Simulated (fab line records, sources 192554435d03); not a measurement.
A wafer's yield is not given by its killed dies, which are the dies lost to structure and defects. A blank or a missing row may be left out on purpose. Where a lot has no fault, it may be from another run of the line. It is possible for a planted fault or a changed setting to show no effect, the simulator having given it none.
Matching of chambers + flow n5 finfet + N5_BEOL_M5_CURE_80 on uv cure-02: 3 sister chambers
The step cures SiCOH lowk, time 120 s. 18 wafers are shown with their chamber, then 9 later ones without.

== WAFERS, EACH WITH ITS CHAMBER ==
| wafer  | chamber | wafer_temp_C_max | lamp power pct (%) |
|--------|---------|------------------|--------------------|
| L076.1 | 2       | 373.0            | 52.34              |
| L076.4 | 2       | 372.1            | 52.24              |
| L076.6 | 2       | 372.9            | 52.29              |
| L080.1 | 0       | 372.2            | 52.29              |
| L080.2 | 0       | 371.6            | 52.39              |
| L080.3 | 0       | 371.3            | 52.23              |
| L084.1 | 1       | 370.6            | 52.21              |
| L084.2 | 1       | 370.7            | 52.31              |
| L084.5 | 1       | 370.8            | 52.35              |
| L088.1 | 1       | 371.0            | 52.31              |
| L088.2 | 1       | 372.0            | 52.30              |
| L088.3 | 1       | 371.3            | 52.39              |
| L093.1 | 0       | 371.9            | 52.31              |
| L093.4 | 0       | 371.3            | 52.19              |
| L093.6 | 0       | 371.3            | 52.30              |
| L090.2 | 0       | 372.0            | 52.32              |
| L090.3 | 0       | 371.6            | 52.38              |
| L090.5 | 0       | 371.9            | 52.29              |

SIGNATURES (averages over the wafers above)
| reading          | chamber 0 | chamber 1 | chamber 2 | scatter within a chamber |
|------------------|-----------|-----------|-----------|--------------------------|
| wafer_temp_C_max | 371.678   | 371.067   | 372.667   | 0.429                    |
| lamp power pct   | 52.3000   | 52.3117   | 52.2900   | 0.0607                   |
Rule: for a wafer and a chamber, the distance is found by dividing, reading by reading, the gap between the wafer's reading and the chamber's mean by the reading's scatter, squaring, summing and taking the root. If the next closest chamber is less than 2 further off than the closest, the wafer can't be placed; otherwise it belongs to the closest. How the scatter is found: for the shown wafers, subtract from each reading the mean of its chamber, square and add these, divide the total by (wafers less chambers), then take the root.

== WAFERS WHOSE CHAMBER IS MISSING ==
| wafer  | wafer_temp_C_max | lamp power pct (%) |
|--------|------------------|--------------------|
| L092.2 | 372.2            | 52.34              |
| L092.4 | 371.6            | 52.25              |
| L092.6 | 372.0            | 52.24              |
| L095.3 | 371.8            | 52.24              |
| L095.5 | 372.0            | 52.35              |
| L095.6 | 371.7            | 52.30              |
| L096.2 | 371.8            | 52.37              |
| L096.3 | 371.2            | 52.29              |
| L096.5 | 371.5            | 52.34              |

== EACH ONE'S CHAMBER ==
| wafer  | from the rows above          | in truth |
|--------|------------------------------|----------|
| L092.2 | can't be placed: 2 or 0 or 1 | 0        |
| L092.4 | can't be placed: 0 or 1 or 2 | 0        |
| L092.6 | can't be placed: 0 or 2 or 1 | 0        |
| L095.3 | can't be placed: 0 or 1 or 2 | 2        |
| L095.5 | can't be placed: 0 or 2 or 1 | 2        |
| L095.6 | can't be placed: 0 or 1      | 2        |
| L096.2 | can't be placed: 0 or 1 or 2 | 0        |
| L096.3 | can't be placed: 1 or 0      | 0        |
| L096.5 | can't be placed: 0 or 1      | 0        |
0 of 9 placed correctly. These rows do not allow placing 9 (true chamber among the candidates in 8). Placed wrongly: 0.
